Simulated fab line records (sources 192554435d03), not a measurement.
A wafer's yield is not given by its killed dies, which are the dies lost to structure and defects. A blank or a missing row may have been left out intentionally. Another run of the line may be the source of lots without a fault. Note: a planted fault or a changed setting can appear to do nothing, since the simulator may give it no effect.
2 desks looking at one fault + flow n5Finfet + only its own numbers are on each desk; what lay behind them is given at the end

== FOR THE TOOL OWNER'S DESK: pecvd-03 ==
The tool's own readings at N5_FIN_SAQP_PECVD_47 (deposits a-Si from SiH4/He, target thk 45 nm, time 36.3 s): means of the sampled wafers that have a number, for each lot that ran on this tool. Marked OUT: a lot whose mean sits more than 4 standard deviations from the usual mean, which makes it out of limits; the brackets give that distance.
Columns: A = heaterPowerW at N5_FIN_SAQP_PECVD_47, usual 841 W; B = showerheadPlenumPTorr at N5_FIN_SAQP_PECVD_47, usual 5.66 Torr; C = showerheadVppV at N5_FIN_SAQP_PECVD_47, usual 617 V; D = throttleValvePct at N5_FIN_SAQP_PECVD_47, usual 18.0 %
| lot  | first seen here | A   | B    | C   | D    |
|------|-----------------|-----|------|-----|------|
| L592 | day 3 02:50     | 779 | 5.66 | 626 | 17.8 |
| L593 | day 3 10:14     | 710 | 5.67 | 613 | 17.3 |
| L599 | day 4 20:43     | 774 | 5.66 | 627 | 17.8 |
| L601 | day 5 08:50     | 679 | 5.66 | 624 | 17.4 |
This desk's verdict: no lot among the 4 shows anything out of limits.

== METROLOGY DESK ==
Means of the sampled wafers that have a number, per lot and without regard to the tool the lot ran on: this is what the gauges read. Marked OUT: a lot whose mean sits more than 4 standard deviations from the usual mean, which makes it out of limits; the brackets give that distance. 7 of its 10 readings are shown, namely those furthest out on some lot.
Columns: A = DIBL_N at N5_BEOL_M4_RC_MEAS_101, usual 36.4 mV/V; B = IOFF_P at N5_BEOL_M4_RC_MEAS_101, usual 0.21 nA/um; C = ION_N at N5_BEOL_M4_RC_MEAS_101, usual 677 uA/um; D = ION_P at N5_BEOL_M4_RC_MEAS_101, usual 464 uA/um; E = SS_P at N5_BEOL_M4_RC_MEAS_101, usual 73.3 mV/dec; F = VT_N at N5_BEOL_M4_RC_MEAS_101, usual 250 mV; G = VT_P at N5_BEOL_M4_RC_MEAS_101, usual -251 mV
| lot  | first seen here | A    | B    | C   | D   | E    | F   | G    |
|------|-----------------|------|------|-----|-----|------|-----|------|
| L588 | day 7 22:32     | 40.0 | 0.31 | 702 | 482 | 74.5 | 245 | -245 |
| L591 | day 9 14:45     | 34.4 | 0.17 | 672 | 462 | 72.0 | 251 | -253 |
| L592 | day 10 00:55    | 34.4 | 0.16 | 672 | 459 | 72.5 | 251 | -254 |
| L593 | day 10 10:13    | 32.5 | 0.15 | 663 | 458 | 72.9 | 257 | -255 |
| L599 | day 11 09:40    | 33.7 | 0.19 | 688 | 470 | 73.2 | 247 | -250 |
| L601 | day 11 17:33    | 36.2 | 0.21 | 664 | 452 | 73.9 | 250 | -253 |
| L608 | day 14 04:37    | 37.0 | 0.23 | 688 | 469 | 73.6 | 246 | -251 |
| L609 | day 14 07:22    | 39.2 | 0.21 | 675 | 457 | 73.4 | 250 | -254 |
| L610 | day 14 07:26    | 31.1 | 0.11 | 656 | 446 | 71.4 | 258 | -261 |
This desk's verdict: no lot among the 9 shows anything out of limits.

== BROUGHT TOGETHER ==
The desk of the tool owner found nothing out of limits.
Nothing out of limits was seen by the metrology desk.

== WHAT THE SIMULATOR HAD PUT IN ==
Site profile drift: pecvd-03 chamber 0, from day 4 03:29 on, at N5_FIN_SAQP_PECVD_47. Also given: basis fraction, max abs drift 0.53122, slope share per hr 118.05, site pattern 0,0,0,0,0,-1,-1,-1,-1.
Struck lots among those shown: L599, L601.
